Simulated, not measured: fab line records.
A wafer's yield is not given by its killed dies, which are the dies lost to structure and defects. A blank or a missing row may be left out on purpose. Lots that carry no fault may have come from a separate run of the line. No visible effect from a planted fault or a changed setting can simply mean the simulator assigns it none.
fab line records ; flow nandHarc
[record] lots = 24; wafers = 72; lastDay = 33
route steps=1302 shown P_M2@332 P_BONDPAD@351 A_ONON_D1@431
lots with no fault: from the same line, run without faults
startH: the number of hours between the record's first day and the start of the first shown wafer of the lot ; waitH: hours since the lot's step before ; " the same as in the row above ; L1.1+2: several wafers, shown together as one row ; - no value present, or no start provided ; * or withheld: withheld ; < > ~ a bound
route shown NAME@n: NAME is a module with steps in the file, n the number in the route of the first one ; usual: mean/standard deviation taken from wafers without a fault ; same: alike in all rows ; chamber/n: place in a boat ; sites: per-site readings ; _std_site: how widely they spread, as a standard deviation ; _edge_site: mean of outer sites minus mean of inner sites ; radiusMm: for every site, how far away it sits from the centre of the wafer ; mask NAME#n: copy n ; behind: the tool/chamber that last shaped the wafer ; hold: why the lot went on hold/how many hours it stayed there/how the hold came to an end ; device: names the non-switching transistor (n, p or np) ; end of line: tests of these same wafers at the route's end ; a step without rows: its recipe alone ; killed: at the first sort, the dies lost to defects and structure; wafer yield is something else ; map: a wafer's dies, x killed, . not, _ none there
set.NAME: the setting that was run; set.NAME@STEP: the one run at that earlier step ; model.NAME: the simulator's own value behind a step, which no gauge read
a sample of lots followed through the steps of the route, with each step as a table and each wafer as a row
services: the hour from which a tool's chamber was out of use, counted from the record's first day as startH (under 0 if before that day), plus the number of hours and why
[[steps]]
[step NHARC_P_M2_ETCH_35]
[recipe] targetDepthA = 400; overetchA = 120; timeS = 43.94; ionEnergyEv = 200; n2FlowSccm = 150; h2FlowSccm = 150; arFlowSccm = 0; rfW = 400; biasW = 150; chemistry = N2/H2
[usual] drypumpMotorCurrentA = 5.9/0.51; h2FlowSccm = 150.0/0.4; n2FlowSccm = 150.0/0.45; oesProductAu = 1.000/0.0099; rfVppV = 430.5/2.9; showerheadPlenumPTorr = 2.04/0.1; throttleValvePct = 14.170/0.01
lot.wafer;tool;chamber;startH;waitH;drypumpMotorCurrentA;h2FlowSccm;n2FlowSccm;oesProductAu;rfHoursCounterH;rfVppV;showerheadPlenumPTorr;throttleValvePct
L074.3;rieDiel-09;3;132.62;0.1;6.3;149.1;149.2;1.013;8.9;426.4;1.90;14.178
L074.2;rieDiel-09;2;132.62;0.1;6.1;149.7;149.9;1.018;8.0;424.4;1.91;14.181
L074.5;rieDiel-09;3;132.62;0.1;6.2;149.8;150.4;1.008;-;427.1;1.90;14.178
L075.3;rieDiel-08;1;143.58;0.1;6.5;149.4;149.9;1.007;5.3;433.3;2.10;14.167
L075.2;rieDiel-08;2;143.58;0.1;5.4;150.0;150.4;0.995;5.3;434.0;2.20;14.184
L075.5;rieDiel-08;2;143.58;0.1;5.4;150.6;149.8;0.980;-;433.6;2.20;14.180
L076.3;rieDiel-08;0;146.07;0.1;6.7;150.3;150.4;1.005;6.0;431.6;2.08;14.171
L076.6;rieDiel-08;0;146.07;0.1;6.7;150.3;149.5;1.017;-;432.8;2.08;14.169
L076.5;rieDiel-08;1;146.07;0.1;6.5;150.2;149.7;1.001;-;433.3;2.10;14.168
L077.2;rieDiel-08;3;169.28;0.1;5.6;149.2;149.5;0.994;6.9;430.8;2.06;14.177
L077.4;rieDiel-08;1;169.28;0.1;6.5;150.5;149.5;0.994;7.1;432.7;2.10;14.194
L077.6;rieDiel-08;0;169.28;0.1;6.7;149.5;150.1;1.019;-;430.9;2.08;14.163
L078.3;rieDiel-09;3;170.03;0.1;6.3;149.6;150.0;1.010;1.6;427.0;1.90;14.154
L078.4;rieDiel-09;1;170.03;0.1;6.3;150.5;150.0;0.983;1.9;431.2;2.16;14.170
L078.5;rieDiel-09;0;170.03;0.1;5.5;149.5;149.3;0.993;-;429.8;2.01;14.156
L079.2;rieDiel-08;2;180.90;0.1;5.4;150.4;149.6;0.988;7.7;434.8;2.20;14.180
L079.6;rieDiel-08;1;180.90;0.1;6.5;149.7;150.2;0.986;-;431.3;2.10;14.165
L079.5;rieDiel-08;2;180.90;0.1;5.4;150.1;150.2;0.988;-;434.1;2.19;14.174
L080.4;rieDiel-08;2;186.39;0.1;5.4;150.9;149.0;0.986;8.3;434.4;2.19;14.177
L080.3;rieDiel-08;0;186.39;0.1;6.7;149.7;149.7;1.014;8.8;431.0;2.07;14.177
L080.6;rieDiel-08;2;186.39;0.1;5.4;150.0;149.6;0.992;-;435.0;2.19;14.173
L081.4;rieDiel-09;0;202.49;0.1;5.5;150.0;150.1;0.993;4.1;428.2;2.01;14.164
L081.2;rieDiel-09;2;202.49;0.1;6.1;150.6;150.0;1.011;4.0;426.7;1.90;14.157
L081.6;rieDiel-09;1;202.49;0.1;6.3;149.7;150.1;0.992;-;433.0;2.16;14.164
L082.4;rieDiel-02;2;209.33;0.1;5.4;149.2;149.1;1.012;8.7;425.6;1.89;14.164
L082.2;rieDiel-02;3;209.33;0.1;5.3;150.3;150.4;1.000;10.5;433.7;2.15;14.168
L082.5;rieDiel-02;2;209.33;0.1;5.4;150.4;149.5;0.993;-;428.0;1.89;14.172
L084.4;rieDiel-02;3;226.23;0.1;5.3;149.5;150.0;1.004;0.0;433.7;2.15;14.153
L084.3;rieDiel-02;2;226.23;0.1;5.4;149.6;149.6;0.995;0.0;426.6;1.89;14.168
L084.6;rieDiel-02;3;226.23;0.1;5.3;149.4;149.4;1.014;-;433.7;2.14;14.171
L083.2;rieDiel-09;0;227.07;0.1;5.5;150.0;150.1;0.986;4.7;430.2;2.01;14.166
L083.4;rieDiel-09;1;227.07;0.1;6.4;149.5;149.8;0.991;5.3;432.5;2.16;14.177
L083.3;rieDiel-09;3;227.07;0.1;6.3;149.7;149.7;1.017;4.0;428.1;1.90;14.185
L085.3;rieDiel-08;2;238.29;0.1;5.4;150.1;150.3;0.996;1.7;435.2;2.19;14.155
L085.2;rieDiel-08;3;238.29;0.1;5.6;149.2;149.5;1.010;2.1;430.7;2.06;14.176
L085.5;rieDiel-08;0;238.29;0.1;6.7;149.8;149.3;1.004;-;430.1;2.07;14.154
L086.4;rieDiel-08;3;248.32;0.1;5.6;149.5;149.4;0.999;3.1;431.7;2.06;14.160
L086.5;rieDiel-08;0;248.32;0.1;6.7;149.8;150.8;1.009;-;431.4;2.07;14.175
L086.6;rieDiel-08;1;248.32;0.1;6.5;150.0;149.7;0.995;-;430.9;2.10;14.154
L087.4;rieDiel-08;1;276.47;0.1;6.5;150.2;149.1;1.002;3.9;431.1;2.10;14.173
L087.3;rieDiel-08;2;276.47;0.1;5.4;150.4;149.7;0.998;4.2;435.2;2.19;14.172
L087.6;rieDiel-08;2;276.47;0.1;5.4;150.7;149.4;0.989;-;435.5;2.19;14.162
L088.3;rieDiel-02;3;277.01;0.1;5.3;149.9;150.6;1.008;2.4;432.2;2.14;14.174
L088.2;rieDiel-02;1;277.01;0.1;6.3;150.7;150.2;0.993;2.1;427.7;1.97;14.148
L088.6;rieDiel-02;3;277.01;0.1;5.3;150.5;151.2;1.009;-;433.5;2.14;14.173
L089.4;rieDiel-02;1;278.69;0.1;6.3;149.7;150.1;0.991;2.2;430.4;1.97;14.160
L089.3;rieDiel-02;2;278.69;0.1;5.4;150.4;150.3;0.989;2.5;425.6;1.89;14.179
L089.2;rieDiel-02;3;278.69;0.1;5.3;149.9;150.1;1.010;2.5;430.9;2.14;14.163
L090.4;rieDiel-02;2;289.23;0.1;5.5;149.2;150.9;1.011;2.7;424.7;1.89;14.190
L090.5;rieDiel-02;1;289.23;0.1;6.3;150.2;149.6;0.999;-;429.0;1.97;14.175
L090.6;rieDiel-02;2;289.23;0.1;5.4;149.8;150.1;0.999;-;425.6;1.89;14.170
L091.4;rieDiel-08;0;301.52;0.1;6.7;149.9;149.7;1.015;5.6;430.2;2.07;14.158
L091.3;rieDiel-08;3;301.52;0.1;5.6;149.5;150.6;1.009;6.0;430.4;2.06;14.165
L091.5;rieDiel-08;1;301.52;0.1;6.5;150.0;149.9;1.001;-;433.7;2.10;14.167
L092.3;rieDiel-09;1;306.70;0.1;6.3;150.1;150.3;0.987;8.0;434.9;2.16;14.167
L092.4;rieDiel-09;2;306.70;0.1;6.1;149.9;149.8;1.003;7.5;426.6;1.90;14.176
L092.5;rieDiel-09;1;306.70;0.1;6.3;149.9;149.7;0.981;-;432.8;2.16;14.174
L093.1;rieDiel-02;1;317.37;0.1;6.3;150.1;150.3;1.011;4.3;429.7;1.97;14.160
L093.5;rieDiel-02;0;317.37;0.1;5.4;149.5;150.3;1.002;-;428.0;1.98;14.165
L093.6;rieDiel-02;1;317.37;0.1;6.3;150.1;150.3;0.995;-;427.9;1.97;14.160
L094.3;rieDiel-02;3;322.43;0.1;5.3;149.9;150.2;1.019;4.1;433.6;2.14;14.174
L094.1;rieDiel-02;2;322.43;0.1;5.4;149.5;150.2;0.998;4.6;426.7;1.89;14.168
L094.6;rieDiel-02;0;322.43;0.1;5.4;150.5;149.8;0.989;-;428.9;1.98;14.179
L095.1;rieDiel-09;0;341.21;0.1;5.5;150.3;150.5;0.985;0.1;428.6;2.01;14.163
L095.4;rieDiel-09;1;341.21;0.1;6.3;149.7;150.6;0.988;0.1;434.4;2.16;14.173
L095.5;rieDiel-09;2;341.21;0.1;6.1;149.9;150.1;1.012;-;427.4;1.90;14.167
L096.4;rieDiel-02;2;348.73;0.1;5.4;149.7;149.5;1.008;6.1;425.8;1.89;14.163
L096.2;rieDiel-02;3;348.73;0.1;5.3;150.4;150.3;1.004;6.2;432.6;2.14;14.156
L096.5;rieDiel-02;2;348.73;0.1;5.4;149.7;149.9;1.002;-;426.6;1.89;14.178
L097.3;rieDiel-08;3;357.92;0.1;5.6;150.3;148.9;0.997;8.7;431.6;2.06;14.175
L097.1;rieDiel-08;1;357.92;0.1;6.6;150.1;150.4;0.999;8.0;432.1;2.10;14.173
L097.5;rieDiel-08;2;357.92;0.1;5.4;149.7;150.7;0.998;-;434.7;2.19;14.198
[step NHARC_P_M2_PRE_CLEAN_32]
[recipe] timeS = 12; tempC = 370; rfPowerW = 300; gas = NH3
[usual] heaterPowerW = 688/80
lot.wafer;tool;chamber;startH;waitH;heaterPowerW
L074.3;pecvd-02;2;135.23;0.1;663
L074.2;pecvd-02;0;135.23;0.1;705
L074.5;pecvd-02;0;135.23;0.1;713
L075.2;pecvd-01;1;146.14;0.1;690
L075.3;pecvd-01;2;146.14;0.1;730
L075.5;pecvd-01;0;146.14;0.1;588
L076.3;pecvd-02;0;148.68;0.1;827
L076.6;pecvd-02;2;148.68;0.1;634
L076.5;pecvd-02;0;148.68;0.1;840
L077.2;pecvd-01;2;171.98;0.1;721
L077.6;pecvd-01;1;171.98;0.1;693
L077.4;pecvd-01;2;171.98;0.1;731
L078.3;pecvd-01;2;172.71;0.1;650
L078.5;pecvd-01;2;172.71;0.1;652
L078.4;pecvd-01;0;172.71;0.1;558
L079.2;pecvd-03;0;183.47;0.1;483
L079.6;pecvd-03;1;183.47;0.1;803
L079.5;pecvd-03;2;183.47;0.1;691
L080.3;pecvd-01;0;188.94;0.1;596
L080.4;pecvd-01;0;188.94;0.1;574
L080.6;pecvd-01;2;188.94;0.1;647
L081.2;pecvd-02;2;205.04;0.1;641
L081.4;pecvd-02;2;205.04;0.1;640
L081.6;pecvd-02;0;205.04;0.1;868
L082.2;pecvd-02;2;211.96;0.1;586
L082.5;pecvd-02;2;211.96;0.1;591
L082.4;pecvd-02;0;211.96;0.1;834
L084.3;pecvd-01;1;228.94;0.1;635
L084.6;pecvd-01;0;228.94;0.1;609
L084.4;pecvd-01;1;228.94;0.1;633
L083.2;pecvd-03;1;229.71;0.1;704
L083.3;pecvd-03;2;229.71;0.1;659
L083.4;pecvd-03;0;229.71;0.1;566
L085.2;pecvd-02;2;240.84;0.1;556
L085.3;pecvd-02;0;240.84;0.1;783
L085.5;pecvd-02;0;240.84;0.1;776
L086.6;pecvd-01;0;251.39;0.1;612
L086.4;pecvd-01;1;251.39;0.1;676
L086.5;pecvd-01;2;251.39;0.1;622
L087.3;pecvd-02;1;279.07;0.1;788
L087.6;pecvd-02;2;279.07;0.1;563
L087.4;pecvd-02;0;279.07;0.1;730
L088.3;pecvd-01;1;279.62;0.1;674
L088.2;pecvd-01;0;279.62;0.1;634
L088.6;pecvd-01;2;279.62;0.1;728
L089.2;pecvd-02;0;281.24;0.1;751
L089.3;pecvd-02;2;281.24;0.1;643
L089.4;pecvd-02;0;281.24;0.1;743
L090.4;pecvd-02;0;291.82;0.1;770
L090.6;pecvd-02;1;291.82;0.1;804
L090.5;pecvd-02;2;291.82;0.1;588
L091.3;pecvd-01;0;304.11;0.1;635
L091.4;pecvd-01;2;304.11;0.1;714
L091.5;pecvd-01;0;304.11;0.1;657
L092.3;pecvd-02;1;309.29;0.1;795
L092.4;pecvd-02;2;309.29;0.1;639
L092.5;pecvd-02;1;309.29;0.1;823
L093.1;pecvd-03;0;320.08;0.2;532
L093.6;pecvd-03;0;320.08;0.2;521
L093.5;pecvd-03;1;320.08;0.2;808
L094.3;pecvd-01;0;325.02;0.1;670
L094.1;pecvd-01;2;325.02;0.1;702
L094.6;pecvd-01;2;325.02;0.1;714
L095.1;pecvd-01;2;343.83;0.1;696
L095.4;pecvd-01;0;343.83;0.1;663
L095.5;pecvd-01;2;343.83;0.1;707
L096.2;pecvd-01;2;351.34;0.1;729
L096.4;pecvd-01;2;351.34;0.1;726
L096.5;pecvd-01;0;351.34;0.1;655
L097.1;pecvd-01;2;360.47;0.1;725
L097.3;pecvd-01;0;360.47;0.1;629
L097.5;pecvd-01;1;360.47;0.1;687
[step NHARC_P_BONDPAD_DEP_00]
[recipe] targetThkA = 2500; tempC = 370; targetThkNm = 250; pressureTorr = 3; flowSccm = 200; rfW = 450; material = SiCN
[usual] heaterPowerW = 621/89
lot.wafer;tool;chamber;startH;waitH;heaterPowerW
L074.3;pecvd-02;0;-;-;723
L074.2;pecvd-02;2;-;-;574
L074.5;pecvd-02;0;-;-;752
L075.3;pecvd-02;0;146.67;-;712
L075.2;pecvd-02;1;146.67;-;710
L075.5;pecvd-02;0;146.67;-;734
L076.3;pecvd-01;2;149.15;-;630
L076.6;pecvd-01;2;149.15;-;653
L076.5;pecvd-01;0;149.15;-;573
L077.2;pecvd-03;1;172.51;-;744
L077.6;pecvd-03;0;172.51;-;478
L077.4;pecvd-03;2;172.51;-;621
L078.3;pecvd-03;1;173.21;-;690
L078.5;pecvd-03;1;173.21;-;700
L078.4;pecvd-03;2;173.21;-;625
L079.2;pecvd-01;2;183.93;-;673
L079.6;pecvd-01;0;183.93;-;622
L079.5;pecvd-01;1;183.93;-;643
L080.3;pecvd-02;1;189.43;-;723
L080.4;pecvd-02;2;189.43;-;596
L080.6;pecvd-02;0;189.43;-;693
L081.2;pecvd-03;0;205.62;-;508
L081.6;pecvd-03;2;205.62;-;602
L081.4;pecvd-03;0;205.62;-;505
L082.2;pecvd-01;0;212.45;-;612
L082.5;pecvd-01;0;212.45;-;611
L082.4;pecvd-01;2;212.45;-;630
L084.3;pecvd-03;0;229.45;-;462
L084.4;pecvd-03;0;229.45;-;474
L084.6;pecvd-03;1;229.45;-;748
L083.2;pecvd-01;1;230.18;-;557
L083.3;pecvd-01;2;230.18;-;663
L083.4;pecvd-01;2;230.18;-;671
L085.2;pecvd-03;0;241.38;-;534
L085.3;pecvd-03;1;241.38;-;761
L085.5;pecvd-03;2;241.38;-;529
L086.5;pecvd-03;0;251.98;-;540
L086.4;pecvd-03;1;251.98;-;758
L086.6;pecvd-03;2;251.98;-;600
L087.3;pecvd-03;0;279.63;-;498
L087.6;pecvd-03;1;279.63;-;757
L087.4;pecvd-03;0;279.63;-;505
L088.3;pecvd-03;2;280.11;-;517
L088.2;pecvd-03;0;280.11;-;528
L088.6;pecvd-03;0;280.11;-;520
L089.3;pecvd-02;1;-;-;702
L089.2;pecvd-02;2;-;-;584
L089.4;pecvd-02;0;-;-;686
L090.6;pecvd-01;2;292.42;-;687
L090.5;pecvd-01;0;292.42;-;600
L090.4;pecvd-01;1;292.42;-;650
L091.3;pecvd-03;1;304.64;-;718
L091.5;pecvd-03;1;304.64;-;726
L091.4;pecvd-03;2;304.64;-;590
L092.3;pecvd-03;0;309.80;-;531
L092.5;pecvd-03;2;309.80;-;630
L092.4;pecvd-03;0;309.80;-;536
L093.1;pecvd-03;2;-;-;535
L093.6;pecvd-03;0;-;-;560
L093.5;pecvd-03;1;-;-;746
L094.3;pecvd-03;2;325.57;-;590
L094.1;pecvd-03;0;325.57;-;499
L094.6;pecvd-03;2;325.57;-;511
L095.1;pecvd-02;0;344.38;-;710
L095.4;pecvd-02;1;344.38;-;762
L095.5;pecvd-02;0;344.38;-;722
L096.2;pecvd-03;1;352.03;0.5;666
L096.4;pecvd-03;0;352.03;0.5;474
L096.5;pecvd-03;1;352.03;0.5;690
L097.1;pecvd-03;2;361.01;-;595
L097.3;pecvd-03;0;361.01;-;550
L097.5;pecvd-03;2;361.01;-;601
[step NHARC_P_BONDPAD_CD_MEAS_13]
[usual] cdNm = 498.4/2.2
lot.wafer;tool;chamber;startH;waitH;cdNm
L074.2;cdSem-02;-;137.48;-;497.2
L074.3;cdSem-02;-;137.48;-;495.5
L074.5;cdSem-02;-;137.48;-;499.2
L075.2;cdSem-01;-;148.38;-;497.3
L075.3;cdSem-01;-;148.38;-;496.2
L075.5;cdSem-01;-;148.38;-;499.1
L076.3;cdSem-03;-;150.91;-;497.0
L076.5;cdSem-03;-;150.91;-;495.4
L076.6;cdSem-03;-;150.91;-;501.4
L077.2;cdSem-03;-;174.23;-;503.4
L077.4;cdSem-03;-;174.23;-;498.7
L077.6;cdSem-03;-;174.23;-;501.7
L078.3;cdSem-01;-;174.95;-;498.1
L078.4;cdSem-01;-;174.95;-;498.5
L078.5;cdSem-01;-;174.95;-;498.7
L079.2;cdSem-03;-;185.68;-;498.3
L079.5;cdSem-03;-;185.68;-;498.7
L079.6;cdSem-03;-;185.68;-;500.9
L080.3;cdSem-01;-;191.20;-;496.4
L080.4;cdSem-01;-;191.20;-;499.2
L080.6;cdSem-01;-;191.20;-;499.6
L081.2;cdSem-03;-;207.18;-;496.1
L081.4;cdSem-03;-;207.18;-;497.7
L081.6;cdSem-03;-;207.18;-;499.6
L082.2;cdSem-02;-;214.23;-;497.1
L082.4;cdSem-02;-;214.23;-;495.5
L082.5;cdSem-02;-;214.23;-;500.5
L084.3;cdSem-02;-;231.04;-;499.0
L084.4;cdSem-02;-;231.04;-;499.3
L084.6;cdSem-02;-;231.04;-;496.7
L083.2;cdSem-03;-;231.95;-;500.1
L083.3;cdSem-03;-;231.95;-;498.1
L083.4;cdSem-03;-;231.95;-;495.0
L085.2;cdSem-02;-;243.09;-;497.5
L085.3;cdSem-02;-;243.09;-;494.8
L085.5;cdSem-02;-;243.09;-;495.7
L086.4;cdSem-02;-;253.48;-;503.5
L086.5;cdSem-02;-;253.48;-;499.5
L086.6;cdSem-02;-;253.48;-;503.8
L087.3;cdSem-02;-;281.20;-;495.4
L087.4;cdSem-02;-;281.20;-;500.4
L087.6;cdSem-02;-;281.20;-;499.0
L088.2;cdSem-02;-;281.90;-;496.3
L088.3;cdSem-02;-;281.90;-;494.5
L088.6;cdSem-02;-;281.90;-;497.3
L089.2;cdSem-01;-;283.50;-;499.3
L089.3;cdSem-01;-;283.50;-;499.4
L089.4;cdSem-01;-;283.50;-;498.4
L090.4;cdSem-03;-;294.05;-;503.2
L090.5;cdSem-03;-;294.05;-;502.6
L090.6;cdSem-03;-;294.05;-;500.4
L091.3;cdSem-03;-;306.36;-;499.1
L091.4;cdSem-03;-;306.36;-;498.3
L091.5;cdSem-03;-;306.36;-;500.4
L092.3;cdSem-01;-;311.39;-;499.3
L092.4;cdSem-01;-;311.39;-;498.0
L092.5;cdSem-01;-;311.39;-;497.2
L093.1;cdSem-02;-;322.18;-;497.9
L093.5;cdSem-02;-;322.18;-;493.7
L093.6;cdSem-02;-;322.18;-;498.0
L094.1;cdSem-02;-;327.30;-;498.1
L094.3;cdSem-02;-;327.30;-;496.8
L094.6;cdSem-02;-;327.30;-;498.2
L095.1;cdSem-01;-;345.91;-;499.3
L095.4;cdSem-01;-;345.91;-;497.6
L095.5;cdSem-01;-;345.91;-;496.7
L096.2;cdSem-03;-;353.76;-;500.6
L096.4;cdSem-03;-;353.76;-;498.7
L096.5;cdSem-03;-;353.76;-;504.0
L097.1;cdSem-01;-;362.71;-;497.3
L097.3;cdSem-01;-;362.71;-;500.0
L097.5;cdSem-01;-;362.71;-;499.0
[step NHARC_P_BONDPAD_THK_MEAS_20]
[recipe] thkMeasGauge = xrf
[usual] thkNm = 161.4/1.5
lot.wafer;tool;chamber;startH;waitH;thkNm
L074.2;filmMetro-01;-;139.51;-;159.8
L074.3;filmMetro-01;-;139.51;-;161.3
L074.5;filmMetro-01;-;139.51;-;161.4
L075.2;filmMetro-02;-;150.51;-;160.9
L075.3;filmMetro-02;-;150.51;-;160.6
L075.5;filmMetro-02;-;150.51;-;162.7
L076.3;filmMetro-02;-;152.97;-;160.5
L076.5;filmMetro-02;-;152.97;-;159.8
L076.6;filmMetro-02;-;152.97;-;158.7
L077.2;filmMetro-02;-;176.28;-;163.5
L077.4;filmMetro-02;-;176.28;-;162.4
L077.6;filmMetro-02;-;176.28;-;162.6
L078.3;filmMetro-01;-;176.98;-;159.9
L078.4;filmMetro-01;-;176.98;-;162.2
L078.5;filmMetro-01;-;176.98;-;162.8
L079.2;filmMetro-02;-;187.71;-;162.1
L079.5;filmMetro-02;-;187.71;-;161.2
L079.6;filmMetro-02;-;187.71;-;165.4
L080.3;filmMetro-01;-;193.35;-;163.0
L080.4;filmMetro-01;-;193.35;-;161.6
L080.6;filmMetro-01;-;193.35;-;164.3
L081.2;filmMetro-01;-;209.24;-;158.9
L081.4;filmMetro-01;-;209.24;-;160.4
L081.6;filmMetro-01;-;209.24;-;160.5
L082.2;filmMetro-02;-;216.31;-;161.1
L082.4;filmMetro-02;-;216.31;-;160.7
L082.5;filmMetro-02;-;216.31;-;158.5
L084.3;filmMetro-02;-;233.07;-;161.2
L084.4;filmMetro-02;-;233.07;-;161.4
L084.6;filmMetro-02;-;233.07;-;162.3
L083.2;filmMetro-01;-;234.02;-;161.5
L083.3;filmMetro-01;-;234.02;-;158.9
L083.4;filmMetro-01;-;234.02;-;162.4
L085.2;filmMetro-02;-;245.15;-;162.9
L085.3;filmMetro-02;-;245.15;-;162.7
L085.5;filmMetro-02;-;245.15;-;160.8
L086.4;filmMetro-01;-;255.50;-;161.1
L086.5;filmMetro-01;-;255.50;-;159.2
L086.6;filmMetro-01;-;255.50;-;162.2
L087.3;filmMetro-02;-;283.25;-;163.2
L087.4;filmMetro-02;-;283.25;-;160.5
L087.6;filmMetro-02;-;283.25;-;161.4
L088.2;filmMetro-02;-;283.92;-;159.8
L088.3;filmMetro-02;-;283.92;-;162.1
L088.6;filmMetro-02;-;283.92;-;158.9
L089.2;filmMetro-01;-;285.53;-;157.0
L089.3;filmMetro-01;-;285.53;-;160.0
L089.4;filmMetro-01;-;285.53;-;159.6
L090.4;filmMetro-02;-;296.10;-;161.8
L090.5;filmMetro-02;-;296.10;-;160.0
L090.6;filmMetro-02;-;296.10;-;160.3
L091.3;filmMetro-02;-;308.47;-;162.4
L091.4;filmMetro-02;-;308.47;-;160.1
L091.5;filmMetro-02;-;308.47;-;161.1
L092.3;filmMetro-02;-;313.44;-;160.8
L092.4;filmMetro-02;-;313.44;-;161.8
L092.5;filmMetro-02;-;313.44;-;159.2
L093.1;filmMetro-01;-;324.20;-;163.2
L093.5;filmMetro-01;-;324.20;-;163.6
L093.6;filmMetro-01;-;324.20;-;162.7
L094.1;filmMetro-01;-;329.37;-;162.9
L094.3;filmMetro-01;-;329.37;-;159.1
L094.6;filmMetro-01;-;329.37;-;160.8
L095.1;filmMetro-01;-;347.94;-;160.9
L095.4;filmMetro-01;-;347.94;-;162.3
L095.5;filmMetro-01;-;347.94;-;160.2
L096.2;filmMetro-01;-;355.82;-;163.9
L096.4;filmMetro-01;-;355.82;-;164.2
L096.5;filmMetro-01;-;355.82;-;162.0
L097.1;filmMetro-01;-;364.74;-;160.0
L097.3;filmMetro-01;-;364.74;-;160.9
L097.5;filmMetro-01;-;364.74;-;162.3
[step NHARC_A_ONON_D1_THK_MEAS_11]
[recipe] thkMeasGauge = ellipsometry
[usual] thkNm = 1000/11
lot.wafer;tool;chamber;startH;waitH;thkNm
L074.2;filmMetro-02;-;167.10;-;1017
L074.3;filmMetro-02;-;167.10;-;1014
L074.5;filmMetro-02;-;167.10;-;1016
L075.2;filmMetro-02;-;176.01;-;1011
L075.3;filmMetro-02;-;176.01;-;1012
L075.5;filmMetro-02;-;176.01;-;1013
L076.3;filmMetro-01;-;176.02;-;1001
L076.5;filmMetro-01;-;176.02;-;1001
L076.6;filmMetro-01;-;176.02;-;1002
L077.2;filmMetro-02;-;202.60;-;990
L077.4;filmMetro-02;-;202.60;-;991
L077.6;filmMetro-02;-;202.60;-;992
L078.3;filmMetro-01;-;202.60;-;988
L078.4;filmMetro-01;-;202.60;-;988
L078.5;filmMetro-01;-;202.60;-;988
L079.2;filmMetro-01;-;214.97;-;997
L079.5;filmMetro-01;-;214.97;-;996
L079.6;filmMetro-01;-;214.97;-;995
L080.3;filmMetro-01;-;219.49;-;992
L080.4;filmMetro-01;-;219.49;-;991
L080.6;filmMetro-01;-;219.49;-;993
L081.2;filmMetro-01;-;239.07;-;993
L081.4;filmMetro-01;-;239.07;-;994
L081.6;filmMetro-01;-;239.07;-;994
L082.2;filmMetro-02;-;242.33;-;1016
L082.4;filmMetro-02;-;242.33;-;1016
L082.5;filmMetro-02;-;242.33;-;1017
L084.3;filmMetro-02;-;259.16;-;995
L084.4;filmMetro-02;-;259.16;-;995
L084.6;filmMetro-02;-;259.16;-;995
L083.2;filmMetro-02;-;259.16;-;995
L083.3;filmMetro-02;-;259.16;-;995
L083.4;filmMetro-02;-;259.16;-;996
L085.2;filmMetro-02;-;274.77;-;1014
L085.3;filmMetro-02;-;274.77;-;1015
L085.5;filmMetro-02;-;274.77;-;1017
L086.4;filmMetro-01;-;281.46;-;1013
L086.5;filmMetro-01;-;281.46;-;1014
L086.6;filmMetro-01;-;281.46;-;1014
L088.2;filmMetro-01;-;308.88;-;1006
L088.3;filmMetro-01;-;308.88;-;1007
L088.6;filmMetro-01;-;308.88;-;1007
L087.3;filmMetro-02;-;308.89;-;972
L087.4;filmMetro-02;-;308.89;-;972
L087.6;filmMetro-02;-;308.89;-;972
L089.2;filmMetro-01;-;308.90;-;1014
L089.3;filmMetro-01;-;308.90;-;1014
L089.4;filmMetro-01;-;308.90;-;1017
L090.4;filmMetro-02;-;324.19;-;1001
L090.5;filmMetro-02;-;324.19;-;1002
L090.6;filmMetro-02;-;324.19;-;1002
L091.3;filmMetro-02;-;335.33;-;993
L091.4;filmMetro-02;-;335.33;-;994
L091.5;filmMetro-02;-;335.33;-;994
L092.3;filmMetro-01;-;344.60;-;992
L092.4;filmMetro-01;-;344.60;-;993
L092.5;filmMetro-01;-;344.60;-;991
L093.1;filmMetro-01;-;349.73;-;995
L093.5;filmMetro-01;-;349.73;-;999
L093.6;filmMetro-01;-;349.73;-;997
L094.1;filmMetro-01;-;355.01;-;1008
L094.3;filmMetro-01;-;355.01;-;1009
L094.6;filmMetro-01;-;355.01;-;1009
L095.1;filmMetro-02;-;373.22;-;1011
L095.4;filmMetro-02;-;373.22;-;1009
L095.5;filmMetro-02;-;373.22;-;1011
L096.2;filmMetro-01;-;380.87;-;999
L096.4;filmMetro-01;-;380.87;-;998
L096.5;filmMetro-01;-;380.87;-;998
L097.1;filmMetro-01;-;392.01;-;991
L097.3;filmMetro-01;-;392.01;-;992
L097.5;filmMetro-01;-;392.01;-;991
[[services]]
tool;chamber;startH;hours;kind
rieDiel-08;1;112.76;9.3;repair
rieDiel-08;3;116.18;9.3;repair
rieDiel-09;0;118.59;10.0;repair
rieDiel-09;0;129.41;5.3;repair
pecvd-01;-;130.05;13.0;pm
pecvd-01;0;130.05;13.0;ventCycle
pecvd-03;-;130.21;1.0;repair
pecvd-03;-;142.50;11.9;repair
rieDiel-09;-;143.10;9.0;pm
rieDiel-08;2;148.76;3.6;repair
pecvd-03;-;185.05;13.0;pm
rieDiel-08;-;190.89;9.0;pm
rieDiel-02;-;216.70;9.0;pm
pecvd-02;-;227.00;13.0;pm
pecvd-01;-;240.54;1.0;repair
pecvd-02;-;288.22;0.7;repair
pecvd-02;0;293.24;2.4;repair
pecvd-01;-;311.56;13.0;pm
rieDiel-08;1;316.99;4.7;repair
rieDiel-09;-;320.10;9.0;pm
pecvd-03;-;348.66;0.8;repair
pecvd-01;1;349.43;6.8;repair
pecvd-02;-;353.08;0.7;repair
rieDiel-09;1;360.52;14.0;repair
[[key]]
fault none
